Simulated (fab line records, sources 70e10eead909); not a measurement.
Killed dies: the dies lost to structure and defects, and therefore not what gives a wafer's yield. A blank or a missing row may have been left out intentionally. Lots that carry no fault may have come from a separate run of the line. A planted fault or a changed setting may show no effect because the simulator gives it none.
Chamber matching / flow nand harc / NHARC_A_STAIRCASE_ETCH_313 on rie diel-08: 4 sister chambers
The step etches the open film in CF4/CHF3. 16 wafers are shown with their chamber, then 7 later ones without.

WAFERS, EACH WITH ITS CHAMBER
wafer=L082.2; chamber=3; showerhead plenum p Torr (Torr)=1.60; drypump motor current A (A)=5.0; rf vpp V (V)=372.2
wafer=L082.4; chamber=0; showerhead plenum p Torr (Torr)=1.59; drypump motor current A (A)=5.6; rf vpp V (V)=371.4
wafer=L082.5; chamber=1; showerhead plenum p Torr (Torr)=1.67; drypump motor current A (A)=5.6; rf vpp V (V)=373.5
wafer=L084.1; chamber=3; showerhead plenum p Torr (Torr)=1.59; drypump motor current A (A)=5.0; rf vpp V (V)=370.8
wafer=L084.2; chamber=1; showerhead plenum p Torr (Torr)=1.66; drypump motor current A (A)=5.5; rf vpp V (V)=373.9
wafer=L084.4; chamber=0; showerhead plenum p Torr (Torr)=1.59; drypump motor current A (A)=5.6; rf vpp V (V)=372.6
wafer=L086.1; chamber=2; showerhead plenum p Torr (Torr)=1.49; drypump motor current A (A)=5.7; rf vpp V (V)=366.8
wafer=L086.2; chamber=0; showerhead plenum p Torr (Torr)=1.59; drypump motor current A (A)=5.6; rf vpp V (V)=371.2
wafer=L086.6; chamber=0; showerhead plenum p Torr (Torr)=1.59; drypump motor current A (A)=5.6; rf vpp V (V)=370.3
wafer=L087.2; chamber=1; showerhead plenum p Torr (Torr)=1.66; drypump motor current A (A)=5.6; rf vpp V (V)=374.7
wafer=L087.3; chamber=0; showerhead plenum p Torr (Torr)=1.59; drypump motor current A (A)=5.6; rf vpp V (V)=370.9
wafer=L087.6; chamber=2; showerhead plenum p Torr (Torr)=1.49; drypump motor current A (A)=5.7; rf vpp V (V)=367.3
wafer=L089.3; chamber=1; showerhead plenum p Torr (Torr)=1.66; drypump motor current A (A)=5.6; rf vpp V (V)=372.0
wafer=L089.4; chamber=2; showerhead plenum p Torr (Torr)=1.49; drypump motor current A (A)=5.7; rf vpp V (V)=368.3
wafer=L089.5; chamber=0; showerhead plenum p Torr (Torr)=1.59; drypump motor current A (A)=5.6; rf vpp V (V)=370.4
wafer=L093.1; chamber=2; showerhead plenum p Torr (Torr)=1.49; drypump motor current A (A)=5.7; rf vpp V (V)=368.0

SIGNATURES (means of the wafers above)
reading=showerhead plenum p Torr; chamber 0=1.5900; chamber 1=1.6625; chamber 2=1.4900; chamber 3=1.5950; scatter within a chamber=0.00323
reading=drypump motor current A; chamber 0=5.600; chamber 1=5.575; chamber 2=5.700; chamber 3=5.000; scatter within a chamber=0.025
reading=rf vpp V; chamber 0=371.133; chamber 1=373.525; chamber 2=367.600; chamber 3=371.500; scatter within a chamber=0.9
Rule: a wafer lies at a distance from a chamber equal to the root of the sum of squares, over the readings, of (its reading less the chamber's mean, divided by the reading's scatter). If the next closest chamber is less than 2 further off than the closest, the wafer can't be placed; otherwise it belongs to the closest. The scatter is the square root of a quotient: the sum, over the shown wafers, of each reading's squared deviation from its chamber's mean, divided by wafers minus chambers.

WAFERS WITH NO CHAMBER GIVEN
wafer=L093.2; showerhead plenum p Torr (Torr)=1.66; drypump motor current A (A)=5.6; rf vpp V (V)=372.8
wafer=L093.4; showerhead plenum p Torr (Torr)=1.59; drypump motor current A (A)=5.0; rf vpp V (V)=370.6
wafer=L092.2; showerhead plenum p Torr (Torr)=1.49; drypump motor current A (A)=5.7; rf vpp V (V)=366.7
wafer=L092.5; showerhead plenum p Torr (Torr)=1.59; drypump motor current A (A)=5.0; rf vpp V (V)=372.6
wafer=L096.4; showerhead plenum p Torr (Torr)=1.58; drypump motor current A (A)=5.6; rf vpp V (V)=370.4
wafer=L096.5; showerhead plenum p Torr (Torr)=1.48; drypump motor current A (A)=5.7; rf vpp V (V)=367.2
wafer=L096.6; showerhead plenum p Torr (Torr)=1.65; drypump motor current A (A)=5.6; rf vpp V (V)=372.1

THE CHAMBER EACH PASSED THROUGH
wafer=L093.2; from the rows above=1; in truth=1
wafer=L093.4; from the rows above=3; in truth=3
wafer=L092.2; from the rows above=2; in truth=2
wafer=L092.5; from the rows above=3; in truth=3
wafer=L096.4; from the rows above=0; in truth=0
wafer=L096.5; from the rows above=2; in truth=2
wafer=L096.6; from the rows above=1; in truth=1
Placed correctly: 7 of 7. Number that these rows cannot place: 0. Placed wrongly: 0.
